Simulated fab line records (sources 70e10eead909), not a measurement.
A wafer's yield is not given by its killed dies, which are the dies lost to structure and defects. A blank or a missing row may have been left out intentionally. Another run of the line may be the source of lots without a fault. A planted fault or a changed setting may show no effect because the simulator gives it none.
Which tool did it? | flow nandHarc | 6 lots, 18 wafers sampled, at 4 steps of a route of 1302

WHAT THE GAUGES READ, wafer by wafer
NHARC_A_M1_CD_MEAS_09 targets a cd of 120 nm.
lot  | measured     | on       | cdNm (nm)
L486 | day 23 23:53 | cdSem-02 | 120.5 121.0 118.4
L488 | day 24 11:02 | cdSem-02 | 119.2 118.5 118.4
L493 | day 27 02:37 | cdSem-02 | 119.8 119.0 119.5
L501 | day 29 19:26 | cdSem-02 | 118.1 119.1 118.1
L505 | day 31 23:37 | cdSem-01 | 119.4 119.4 117.8
L506 | day 32 15:29 | cdSem-02 | 120.0 118.1 119.7

WHAT TOOL EACH LOT RAN ON (gives the tool, then ch and the chambers of the sampled wafers, and finally the start)
lot  | NHARC_A_M0_STRIP_18               | NHARC_A_M0_PRE_CLEAN_29                | NHARC_A_M1_SOFTBAKE_04
L486 | rieDiel-02 ch 0,2,3, day 23 20:33 | pvdSputter-01, day 23 23:00 or earlier | lithoTrack-06 ch 0, day 23 23:00
L488 | rieDiel-06 ch 1,2, day 24 07:34   | pvdSputter-03, day 24 10:00 or earlier | lithoTrack-06 ch 0, day 24 10:00
L493 | rieDiel-02 ch 0,1,3, day 26 23:06 | pvdSputter-01, day 27 02:00 or earlier | lithoTrack-04 ch 0, day 27 02:00
L501 | rieDiel-02 ch 0,3, day 29 15:56   | pvdSputter-03, day 29 18:00 or earlier | lithoTrack-06 ch 0, day 29 18:00
L505 | rieDiel-06 ch 2,3, day 31 20:08   | pvdSputter-01, day 31 23:00 or earlier | lithoTrack-01 ch 0, day 31 23:00
L506 | rieDiel-06 ch 0,2,3, day 32 12:03 | pvdSputter-01, day 32 15:00 or earlier | lithoTrack-06 ch 0, day 32 15:00
- NHARC_A_M0_STRIP_18: strips in N2/H2.
- NHARC_A_M0_PRE_CLEAN_29: time 30 s.
- NHARC_A_M1_SOFTBAKE_04: time 55 s.

THE ANSWER, worked out from the rows above alone
Rule: what is usual is taken from the lots themselves. Put in order of their means at a reading, lots are off if they are a third of the lots or fewer, leave a main group of 4 or more, and stand apart from it by a gap of 3 or more times the standard deviation of the main group's means; of several such gaps the widest counts. A main group whose means are all the same, to the digits that the tables above print for the reading, isn't used. A lot without any number at a reading at which 4 lots or more have one is off too. Any other lot the step has rows for is counted as sound.
None of the lots is off at any reading shown; this tells nothing.

WHAT THE SIMULATOR HAD INSERTED
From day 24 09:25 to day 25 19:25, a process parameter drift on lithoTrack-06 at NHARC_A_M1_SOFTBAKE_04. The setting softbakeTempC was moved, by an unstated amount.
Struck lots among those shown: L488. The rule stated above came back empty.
